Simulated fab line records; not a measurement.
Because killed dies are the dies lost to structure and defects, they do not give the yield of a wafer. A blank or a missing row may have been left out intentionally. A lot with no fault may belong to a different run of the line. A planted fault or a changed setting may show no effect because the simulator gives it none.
Problem report in the 8D (eight disciplines) form, filled by code / flow n5 finfet / the parts of the form that need people (team, actions taken, sign-off) are left out

== 1. WHAT WENT WRONG ==
Wafers without a fault read 5.23 s, standard deviation 0.084; etch rf on time s at N5_BEOL_M2_ETCH_74 reads a mean of 9.09 s on 3 wafers belonging to 2 lots. Relative to the usual mean, that is a shift of +46 standard deviations.
The step: etches underlayer in N2/H2, target depth 6.5 nm, time 5.2 s.
First observed at day 7 12:30: wafer L238.2, on rie diel-01. At this step, 30 wafers from 10 lots have a number in the record. Rule for "out", or "out of limits": more than 4 standard deviations from the usual mean. Any other wafer with a number is counted as sound.

== 2. WHAT IT IS, WHAT IT ISN'T ==
question=which readings at this step | is=etch rf on time s | is not=drypump motor current A, rf vpp V, showerhead plenum p Torr, throttle valve pct
question=which lots | is=L238, L241 | is not=L234, L236, L247, L248, L251, L253, L254, L255
question=which wafers of those lots | is=L238.2, L241.2, L241.4 | is not=L238.5, L238.6, L241.5
question=read on which tools | is=rie diel-01 | is not=rie diel-03, rie diel-05
question=when | is=from day 7 12:30 | is not=up to then (8 sound wafers); but 19 sound wafers of L241, L247, L248, L251, L253, L254, L255 came after

== 3. THE SUSPECTS, EACH WITH WHAT RULES IT OUT ==
Counting: a tool at a process step up to the reading stays a suspect if it ran every lot that is out. Sound lots after the first of them don't rule it out here, since some wafers of a struck lot are sound.
- cvd co-02 at N5_BEOL_M1_CO_CAP_55 (material Co, precursor CCTBA/H2, target thk 2 nm, time 102.1 s): kept. Ran every lot that is out, first one L238 (day 7 10:38); last sound lot up to then L236 (day 7 04:56).
- rie diel-01 at N5_BEOL_M2_ETCH_74 (etches underlayer in N2/H2, target depth 6.5 nm, time 5.2 s): kept. Ran every lot that is out, first one L238 (day 7 12:30); last sound lot up to then L236 (day 7 06:30). Its own etch rf on time s readings are out on those wafers.
- Within rie diel-01 at N5_BEOL_M2_ETCH_74: the wafers that are out ran in chambers 0, 1; their sound lot-mates ran in chambers 2, 3.
Left after counting: cvd co-02 at N5_BEOL_M1_CO_CAP_55, rie diel-01 at N5_BEOL_M2_ETCH_74.

== 4. THE CAUSE (what the simulator had put in) ==
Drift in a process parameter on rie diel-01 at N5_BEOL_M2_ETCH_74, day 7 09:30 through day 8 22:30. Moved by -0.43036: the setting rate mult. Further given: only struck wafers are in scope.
2 suspects survive the count, and this tool is in that group.

== 5. SEQUENCE OF EFFECTS, ordered by route ==
Each row: a reading where the mean over the struck wafers with a number is more than 3 standard deviations away from the usual. Readings are gone through only where the record gives a usual standard deviation; hours: the median, over the lots, of the time from a lot's start at the first step in this table giving one to that lot's start at this step; sigmas: the change measured in usual standard deviations.
hours=0; step=N5_BEOL_M2_ETCH_74; reading=etch rf on time s; usual=5.23 s; on struck wafers=9.09; change=+3.86; sigmas=+46
It contains these process steps:
- N5_BEOL_M2_ETCH_74: etches underlayer in N2/H2, target depth 6.5 nm, time 5.2 s.
Later steps that measure or inspect, where all struck wafers having a row at the step show a number for every such reading and not one has moved that far: N5_BEOL_M4_RC_MEAS_101.

== 6. HOW IT WOULD HAVE BEEN CAUGHT EARLIER ==
First out-of-limits reading in this record: day 7 12:30, which is 3 hours after fault onset at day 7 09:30.
